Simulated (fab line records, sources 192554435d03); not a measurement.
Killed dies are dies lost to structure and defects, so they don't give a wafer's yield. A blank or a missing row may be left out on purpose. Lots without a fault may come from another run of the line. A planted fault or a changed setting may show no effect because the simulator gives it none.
fab line records | flow n5_finfet
record lots=14 wafers=34 last_day=17
route steps=1938 shown BEOL_M15@1825 MIM_BOT@1832 MIM_TOP@1837 MIM_TOP_ETCH@1851 PASSIVATION@1936
lots that met no fault: from a run of the same line without faults
start_h: hours from the record's first day to the start of the lot's first wafer shown | wait_h: hours since the lot's step before | " the same as in the row above | L1.1+2: a row that stands for several wafers | - no value, or no start given | * or withheld: withheld | < > ~ a bound
route shown NAME@n: a module of which the file shows steps, and the number in the route of the first | usual: mean/standard deviation of fault-free wafers | same: alike in all rows | chamber/n: place in a boat | sites: the reading at each site | _std_site: their standard deviation | _edge_site: outer sites' mean less inner sites' | radius_mm: how far each site lies from the wafer's centre | mask NAME#n: copy n | behind: the tool/chamber that last shaped the wafer | hold: why the lot was held/for how many hours/how that ended | device: the transistor (n, p or np) that didn't switch | end of line: the same wafers' tests at the end of the route | a step without rows: its recipe alone | killed: dies lost to structure and defects at the first sort, not the wafer's yield | map: a wafer's dies, x killed, . not, _ none there
set.NAME: the setting as run; set.NAME@STEP: as run at that earlier step | model.NAME: the simulator's own value behind a step, which no gauge read
steps of the route over a sample of lots; a table a step, a row a wafer
services: from which hour (start_h, from the record's first day; less than 0 if before it) a tool's chamber was out of use, for how many hours, and why
## steps
# step N5_BEOL_M15_THK_MEAS_50
# recipe thk_meas_gauge=xrf reads=Cu_of_BEOL_M15_ECD_47
# usual M15_THK=853/16
# columns lot.wafer tool chamber start_h wait_h M15_THK[nm]
L620.4 film_metro-01 - 258.21 - 844
L620.5 " - " " 864
L620.6 " - " " 856
L623.2 film_metro-02 - 270.71 - 865
L623.3 " - " " 844
L622.3 film_metro-01 - 272.60 - 827
L622.6 " - " " 853
L624.1 film_metro-01 - 282.18 - 821
L624.2 " - " " 846
L626.1 film_metro-02 - 288.85 - 860
L626.6 " - " " 854
L628.1 film_metro-02 - 299.31 - 849
L628.4 " - " " 857
L628.5 " - " " 847
L629.2 film_metro-02 - 301.60 - 864
L629.4 " - " " 862
L630.2 film_metro-01 - 307.33 - 842
L630.5 " - " " 835
L633.1 film_metro-02 - 342.13 - 837
L633.5 " - " " 860
L638.2 film_metro-01 - 362.01 - 855
L638.3 " - " " 860
L638.4 " - " " 846
L637.1 film_metro-01 - 363.45 - 854
L637.2 " - " " 832
L640.2 film_metro-02 - 370.26 0.1 879
L640.5 " - " " 869
L640.6 " - " " 844
L641.4 film_metro-02 - 380.29 - 869
L641.5 " - " " 882
L641.6 " - " " 844
L642.2 film_metro-02 - 397.77 - 885
L642.4 " - " " 881
L642.6 " - " " 875
# step N5_MIM_BOT_DEGAS_01
# recipe ambient=vacuum temp_c=300 time_s=60
# usual heater_power_w=486/46
# columns lot.wafer tool chamber start_h wait_h heater_power_w
L620.4 pvd_sputter-01 - 259.78 0.4 516
L620.5 " - " " 506
L620.6 " - " " 544
L623.2 pvd_sputter-02 - 272.46 0.6 485
L623.3 " - " " 435
L622.3 pvd_sputter-03 - 275.44 1.7 469
L622.6 " - " " 541
L624.1 pvd_sputter-02 - 285.32 2.0 433
L624.2 " - " " 477
L626.1 pvd_sputter-03 - 291.52 1.5 484
L626.6 " - " " 464
L628.1 pvd_sputter-02 - 301.23 0.8 399
L628.4 " - " " 462
L628.5 " - " " 423
L629.2 pvd_sputter-02 - 305.43 2.7 495
L629.4 " - " " 427
L630.2 pvd_sputter-01 - 309.74 1.2 500
L630.5 " - " " 573
L633.1 pvd_sputter-03 - 344.10 0.8 490
L633.5 " - " " 477
L638.2 pvd_sputter-01 - 363.93 0.8 442
L638.3 " - " " 513
L638.4 " - " " 420
L637.1 pvd_sputter-03 - 365.71 1.1 505
L637.2 " - " " 547
L640.2 pvd_sputter-03 - 372.52 1.1 474
L640.5 " - " " 551
L640.6 " - " " 485
L641.4 pvd_sputter-03 - 381.92 0.5 461
L641.5 " - " " 467
L641.6 " - " " 475
L642.2 pvd_sputter-03 - 399.97 1.0 518
L642.4 " - " " 477
L642.6 " - " " 542
# step N5_MIM_TOP_DEGAS_04
# recipe ambient=vacuum temp_c=300 time_s=60
# usual heater_power_w=471/48
# columns lot.wafer tool chamber start_h wait_h heater_power_w
L620.4 pvd_sputter-01 - 262.26 - 519
L620.5 " - " " 510
L620.6 " - " " 544
L623.2 pvd_sputter-01 - 275.12 - 448
L623.3 " - " " 425
L622.3 pvd_sputter-01 - 276.40 - 444
L622.6 " - " " 555
L624.1 pvd_sputter-03 - 287.02 - 525
L624.2 " - " " 477
L626.1 pvd_sputter-03 - 294.30 - 529
L626.6 " - " " 551
L628.1 pvd_sputter-01 - 301.96 - 519
L628.4 " - " " 422
L628.5 " - " " 418
L629.2 pvd_sputter-01 - 307.16 - 554
L629.4 " - " " 421
L630.2 pvd_sputter-02 - 312.98 - 441
L630.5 " - " " 430
L633.1 pvd_sputter-02 - 345.96 - 479
L633.5 " - " " 414
L638.2 pvd_sputter-03 - 365.59 - 556
L638.3 " - " " 510
L638.4 " - " " 480
L637.1 pvd_sputter-01 - 366.39 - 451
L637.2 " - " " 549
L640.2 pvd_sputter-03 - 374.04 - 476
L640.5 " - " " 530
L640.6 " - " " 483
L641.4 pvd_sputter-02 - 383.83 - 486
L641.5 " - " " 420
L641.6 " - " " 456
L642.2 pvd_sputter-02 - 401.01 - 433
L642.4 " - " " 411
L642.6 " - " " 433
# step N5_MIM_TOP_ETCH_ETCH_00
# recipe chemistry=Cl2/BCl3 target=TiN target_depth_a=385 ion_energy_ev=150 pressure_mtorr=10 icp_w=1000 bias_w=126 Cl2_flow_sccm=53.25 bcl3_flow_sccm=21.75 Ar_flow_sccm=25
# usual drypump_motor_current_A=5.97/0.26 he_backside_leak_sccm=3.5/0.42 oes_product_au=0.78/0.049 throttle_valve_pct=22.82/0.14
# columns lot.wafer tool chamber start_h wait_h drypump_motor_current_A he_backside_leak_sccm oes_product_au rf_hours_counter_h throttle_valve_pct
L620.4 rie_metal-02 0 263.43 0.2 6.08 3.2 0.74 - 22.60
L620.5 " 0 " " 6.07 3.1 0.74 - 22.62
L620.6 " 0 " " 6.10 3.2 0.74 - 22.61
L623.2 rie_metal-02 1 275.85 0.1 5.67 3.5 0.92 1 23.06
L623.3 " 0 " " 6.05 3.3 0.74 - 22.62
L622.3 rie_metal-03 1 277.17 0.1 5.56 3.6 0.76 - 22.80
L622.6 " 0 " " 5.78 3.4 0.76 - 22.83
L624.1 rie_metal-01 0 287.62 0.1 6.31 3.6 0.81 24 22.88
L624.2 " 1 " " 6.00 3.4 0.76 56 22.69
L626.1 rie_metal-03 1 295.32 0.1 5.60 3.4 0.76 40 22.79
L626.6 " 0 " " 5.78 3.4 0.75 - 22.85
L628.1 rie_metal-01 0 302.56 0.1 6.30 3.6 1.12 25 22.84
L628.4 " 1 " " 6.05 3.3 0.75 - 22.71
L628.5 " 1 " " 6.06 3.3 0.75 - 22.70
L629.2 rie_metal-01 1 308.07 0.1 6.02 3.3 1.03 58 22.66
L629.4 " 1 " " 6.02 3.1 0.74 - 22.70
L630.2 rie_metal-01 1 313.77 0.1 6.00 3.3 1.03 59 22.67
L630.5 " 1 " " 6.02 3.2 0.74 - 22.71
L633.1 rie_metal-03 0 346.56 0.1 5.77 3.5 0.73 38 22.85
L633.5 " 1 " " 5.55 3.7 0.73 - 22.82
L638.2 rie_metal-02 1 366.20 0.1 5.67 3.8 0.84 9 23.08
L638.3 " 0 " " 6.07 3.4 0.72 - 22.63
L638.4 " 1 " " 5.67 3.4 0.84 - 23.06
L637.1 rie_metal-01 0 367.11 0.1 6.32 3.6 0.79 31 22.92
L637.2 " 1 " " 6.01 3.4 0.74 63 22.72
L640.2 rie_metal-02 1 374.77 0.1 5.66 3.6 0.83 10 23.07
L640.5 " 0 " " 6.01 3.3 0.71 - 22.64
L640.6 " 1 " " 5.64 3.5 0.83 - 23.09
L641.4 rie_metal-03 0 384.47 0.1 5.77 3.6 0.73 - 22.85
L641.5 " 0 " " 5.77 3.5 0.72 - 22.86
L641.6 " 1 " " 5.56 3.8 0.73 - 22.82
L642.2 rie_metal-01 1 401.78 0.1 5.98 3.2 0.72 66 22.71
L642.4 " 0 " " 6.31 3.5 0.79 - 22.91
L642.6 " 0 " " 6.31 3.5 0.79 - 22.91
# step N5_PASSIVATION_PROBE_49
# usual defect_limited_yield=91.2/1.4 killed_at_M0_to_M3=32/9.3 killed_at_M4_up=14/4.9 killed_at_contacts=15/7.5 killed_at_front_end=40/11 killed_at_other=4/3.3 killed_dies=104/17 killed_open=68/14 killed_short=33/7.9 sort_bin_5_function=5.2/0.99 sort_bin_6_memory=3.2/0.65 sort_bin_8_speed=0.03/0.19 sort_n_pass=1076/17 sort_yield_pct=91.1/1.5
# same gross_dies=1180 killed_at_back_side=0 sort_bin_4_leakage[%]=0
# columns lot.wafer tool chamber start_h wait_h defect_limited_yield[%] killed_at_M0_to_M3 killed_at_M4_up killed_at_contacts killed_at_front_end killed_at_other killed_dies killed_open killed_short sort_bin_5_function[%] sort_bin_6_memory[%] sort_bin_8_speed[%] sort_n_pass sort_yield_pct[%]
L629.4 prober-02 - 319.94 0.2 91.4 37 16 20 25 3 101 72 28 4.8 3.4 1.95 1056 89.5
L630.2 prober-02 - 324.91 0.1 91.4 34 22 14 27 5 102 56 44 5.3 2.9 0 1078 91.4
L630.5 prober-02 - 325.06 0.2 89.5 34 12 25 46 7 124 79 38 6.4 3.8 0 1056 89.5
# killed by level:class
L629.4 MOL_CONTACT_COAG:geometric_particle:open=16 BEOL_M0_SAQP:geometric_particle:short=13 STI_FIN_REVEAL:geometric_particle:open=11 BEOL_M4:geometric_particle:open=9 BEOL_M3:geometric_particle:open=7 BEOL_M1:geometric_particle:open=5 MOL_CONTACT_COAG:geometric_particle:short=4 BEOL_M0_SAQP:geometric_particle:open=4
L630.2 BEOL_M0_SAQP:geometric_particle:short=11 BEOL_M4:geometric_particle:open=10 BEOL_M3:geometric_particle:open=8 MOL_CONTACT_COAG:geometric_particle:short=7 MOL_CONTACT_COAG:geometric_particle:open=7 FIN_SAQP:geometric_particle:open=5 FIN_SAQP:geometric_particle:short=5 BEOL_M0_SAQP:geometric_particle:open=5
L630.5 MOL_CONTACT_COAG:geometric_particle:open=23 FIN_SAQP:geometric_particle:open=12 FIN_SAQP:geometric_particle:short=12 BEOL_M0_SAQP:geometric_particle:open=6 BEOL_M3:geometric_particle:open=6 BEOL_M2:geometric_particle:open=6 BEOL_M1:geometric_particle:open=5 BEOL_M1:geometric_particle:short=5
## services
# columns tool chamber start_h hours kind
rie_metal-02 1 252.48 - clean
rie_metal-02 1 252.48 16.5 scheduled_down
rie_metal-02 1 252.48 16.5 vent_cycle
rie_metal-02 0 288.25 18.7 repair
rie_metal-03 - 350.90 0.3 repair
rie_metal-01 - 360.14 0.3 repair
## key
first_sign step=N5_MIM_TOP_ETCH_ETCH_00 reading=oes_product_au direction=up sigmas=5.8 usual=0.78 struck=1.06
effect none on later readings
met_at N5_MIM_TOP_ETCH_ETCH_00
struck_lots L628,L629,L630
struck_wafers L628.1,L629.2,L630.2
baseline_loss step=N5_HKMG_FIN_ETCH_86 wafers=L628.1
not_acting_at N5_BEOL_M15_THK_MEAS_50,N5_MIM_BOT_DEGAS_01,N5_MIM_TOP_DEGAS_04
onset_between 287.62 302.56
fault kind=process_parameter_drift tool=rie_metal-01 chamber=- onset_h=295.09 steps=N5_MIM_TOP_ETCH_ETCH_00 channel=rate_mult offset=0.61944 shape=step end_h=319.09 scope=struck_wafers_only
# baseline_loss: these wafers lose ten dies or more at that step, a loss of the line's own and not of a fault; the sort's usual values leave them out
